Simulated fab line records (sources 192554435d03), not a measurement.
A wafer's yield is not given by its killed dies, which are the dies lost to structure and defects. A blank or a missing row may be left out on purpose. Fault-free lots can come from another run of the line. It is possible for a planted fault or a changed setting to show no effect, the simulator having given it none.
Problem report in the 8D (eight disciplines) form, filled by code -- flow n5_finfet -- the parts of the form that need people (team, actions taken, sign-off) are left out

1. THE PROBLEM
Mean of etch_rf_on_time_s at N5_BEOL_M10_ETCH_61: 40.2 s across 4 wafers in 3 lots; on wafers with no fault it is 64.9 s (standard deviation 2.5). That is -9.9 standard deviations from the usual mean.
The step: etches SiARC in CF4, target depth 39 nm, time 65 s.
The first sign was on wafer L629.2 at day 15 02:44, on rie_diel-01. The record holds 31 wafers of 12 lots with a number at this step. Rule for "out", or "out of limits": more than 4 standard deviations from the usual mean. The other wafers with a number count as sound.

2. WHAT IT IS, WHAT IT ISN'T
question,is,is not
which readings at this step,etch_rf_on_time_s,"cf4_flow_sccm, drypump_motor_current_A, rf_vpp_V, showerhead_plenum_p_Torr, throttle_valve_pct"
which lots,"L629, L632, L633","L611, L612, L614, L616, L618, L619, L620, L622, L626"
which wafers of those lots,"L629.2, L632.2, L632.3, L633.2","L629.4, L633.1"
read on which tools,rie_diel-01,"rie_diel-04, rie_diel-06"
when,from day 15 02:44,up to then (26 sound wafers); but 1 sound wafer of L633 came after

3. THE SUSPECTS, EACH WITH WHAT RULES IT OUT
Counting: a tool at a process step up to the reading stays a suspect if it ran every lot that is out. Sound lots after the first of them don't rule it out here, since some wafers of a struck lot are sound.
- rie_diel-01 at N5_BEOL_M10_ETCH_61 (etches SiARC in CF4, target depth 39 nm, time 65 s): kept. Every lot that is out went through it, the first being L629 (day 15 02:44); the last sound lot it ran before that was L622 (day 13 06:50). On those wafers its own readings are out: etch_rf_on_time_s.
Left after counting: rie_diel-01 at N5_BEOL_M10_ETCH_61.

4. THE CAUSE (what the simulator had put in)
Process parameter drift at N5_BEOL_M10_ETCH_61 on rie_diel-01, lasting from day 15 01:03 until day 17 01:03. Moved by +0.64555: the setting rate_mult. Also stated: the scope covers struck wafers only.
This tool alone remained once counting was done.

5. THE EFFECT CHAIN, in route order
One row per reading whose mean, taken over the struck wafers that have a number, lies over 3 standard deviations from the usual. Scope: only readings with a usual standard deviation given in the record; hours: median across lots of the time from each lot's start at the first step in this table that gives one to its start at this step; sigmas: change in usual standard deviations.
hours,step,reading,usual,on struck wafers,change,sigmas
0,N5_BEOL_M10_ETCH_61,etch_rf_on_time_s,64.9 s,40.2,-24.7,-9.9
0,N5_BEOL_M10_ETCH_61,oes_product_au,0.69 a.u.,0.94,+0.26,+3.7
Its process steps:
- N5_BEOL_M10_ETCH_61: etches SiARC in CF4, target depth 39 nm, time 65 s.

6. WHAT WOULD HAVE CAUGHT IT SOONER
In this record no reading fell out of limits until day 15 02:44, 2 hours after the fault had begun at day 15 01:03.
